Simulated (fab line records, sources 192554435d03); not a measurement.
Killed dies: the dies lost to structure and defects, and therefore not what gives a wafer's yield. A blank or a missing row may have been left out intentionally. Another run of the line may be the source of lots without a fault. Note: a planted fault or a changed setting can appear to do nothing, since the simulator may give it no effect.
Matching of chambers -- flow n5_finfet -- N5_BEOL_M0_ALD_136 on ald_metal-03 has 3 sister chambers
The step deposits TaN, pulse time 2 s, purge time 3 s, co reactant purge time 2 s. 3 wafers are shown with their chamber, then 8 later ones without.

## WAFERS PAIRED WITH THEIR CHAMBERS
wafer,chamber,heater_power_w (W)
L084.6,2,420
L085.6,1,422
L090.3,0,404

## WAFERS WHOSE CHAMBER IS MISSING
wafer,heater_power_w (W)
L090.5,402
L090.6,408
L092.2,395
L092.4,425
L092.6,411
L096.1,393
L096.4,412
L096.6,400

## WHICH CHAMBER EACH ONE RAN IN
wafer,from the rows above,in truth
L090.5,0,0
L090.6,can't be placed: 0 or 2 or 1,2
L092.2,0,0
L092.4,can't be placed: 1 or 2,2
L092.6,can't be placed: 0 or 2 or 1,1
L096.1,0,0
L096.4,can't be placed: 0 or 2 or 1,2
L096.6,0,0
4 of 8 placed correctly. Cannot be placed on the basis of these rows: 4; the candidates contain the true chamber in 4. Number placed wrongly: 0.
How it was worked out, from the rows above alone: a wafer's distance from a chamber is the root of the sum, over the readings, of the square of ((its reading less the chamber's mean) divided by the reading's scatter). The wafer belongs to the nearest chamber; if the next one is less than 2 further off, it can't be placed. Each chamber's mean is taken over the wafers shown for it. The scatter: with one shown wafer a chamber, the root of the mean of the squares of how far each hidden wafer lies from its nearest shown one.
